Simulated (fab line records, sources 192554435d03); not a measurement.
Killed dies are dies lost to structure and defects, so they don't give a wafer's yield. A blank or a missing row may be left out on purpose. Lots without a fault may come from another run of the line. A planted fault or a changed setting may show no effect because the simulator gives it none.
Split-lot experiment | flow n5_finfet | 7 lots, 21 wafers read, on a route of 1938 steps

THE SPLIT
At N5_GATE_CUT_COAT_27 (time 60 s, resist thk 10 nm), the setting spin_rpm was moved away from the recipe's 1500 rpm on 7 of the 21 wafers read, by -3.4% to +6.9%. The other wafers ran this setting at the recipe's value.

The reading is taken at the split's own step.

THE READING
underlayer_of_GATE_CUT_COAT_27.thk_nm (the simulator's own value, which no gauge read), in nm, at N5_GATE_CUT_COAT_27 (time 60 s, resist thk 10 nm). The file gives no usual value for it.

wafer  | tool, chamber at the split | spin_rpm as run, rpm | against the recipe | underlayer_of_GATE_CUT_COAT_27.thk_nm, nm | against lot-mates on the recipe
L074.1 | litho_track-04, 0          | 1500                 | recipe             | 10                                        | -
L074.2 | litho_track-04, 0          | 1500                 | recipe             | 10                                        | -
L074.3 | litho_track-04, 0          | 1500                 | recipe             | 10                                        | -
L075.1 | litho_track-04, 0          | 1500                 | recipe             | 10                                        | -
L075.3 | litho_track-04, 0          | 1500                 | recipe             | 10                                        | -
L075.5 | litho_track-04, 0          | 1500                 | recipe             | 10                                        | -
L081.2 | litho_track-01, 0          | 1603                 | +6.9%              | 9.6                                       | -0.4
L081.3 | litho_track-01, 0          | 1603                 | +6.9%              | 9.6                                       | -0.4
L081.4 | litho_track-01, 0          | 1500                 | recipe             | 10                                        | -
L084.3 | litho_track-05, 0          | 1449                 | -3.4%              | 10.2                                      | +0.2
L084.4 | litho_track-05, 0          | 1500                 | recipe             | 10                                        | -
L084.6 | litho_track-05, 0          | 1500                 | recipe             | 10                                        | -
L085.1 | litho_track-05, 0          | 1500                 | recipe             | 10                                        | -
L085.2 | litho_track-05, 0          | 1500                 | recipe             | 10                                        | -
L085.6 | litho_track-05, 0          | 1500                 | recipe             | 10                                        | -
L092.2 | litho_track-01, 0          | 1578                 | +5.2%              | 9.8                                       | -0.2
L092.5 | litho_track-01, 0          | 1578                 | +5.2%              | 9.8                                       | -0.2
L092.3 | litho_track-01, 0          | 1500                 | recipe             | 10                                        | -
L094.2 | litho_track-01, 0          | 1584                 | +5.6%              | 9.8                                       | -0.2
L094.3 | litho_track-01, 0          | 1584                 | +5.6%              | 9.8                                       | -0.2
L094.6 | litho_track-01, 0          | 1500                 | recipe             | 10                                        | -

THE FIT
A straight line over all 21 wafers: underlayer_of_GATE_CUT_COAT_27.thk_nm changes by -0.048 nm for each +1% of spin_rpm; r = -0.97; the points scatter about the line by 0.036 nm.
The same after taking each lot's own level away (the mean of its wafers on the recipe; 21 wafers): -0.048 nm for each +1%; r = -0.97; scatter 0.036 nm.
On that fit, the largest move of spin_rpm shifts the reading by 0.33 nm.
The lots' own levels span 10.00 to 10.00 nm.
So the lot-to-lot level changes the slope little: the two slopes agree.
Check: with one of the wafers moved furthest among these (+6.9%) left out of the fit, the line predicts -0.303 nm for it against its lot-mates. It came out at -0.4 nm against them.

OTHER SPLITS ON THESE WAFERS
These wafers also went through other splits before the reading. Each is held against what the fit with the lots' levels taken away leaves over:
other split on the same wafers | wafers away from the commonest value | r with underlayer_of_GATE_CUT_COAT_27.thk_nm (lot level and that fit taken away)
N5_SD_EPI_P_EXPOSE_06 dose_mj  | 9                                    | +0.02
N5_HKMG_FIN_COAT_43 spin_rpm   | 3                                    | -0.08
N5_HKMG_FIN_EXPOSE_46 dose_mj  | 12                                   | +0.30
N5_HKMG_FIN_COAT_06 spin_rpm   | 5                                    | -0.44

THE FILE'S OWN FIT
underlayer_of_GATE_CUT_COAT_27.thk_nm changes by -0.0477 nm for each +1% of spin_rpm, r = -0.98.
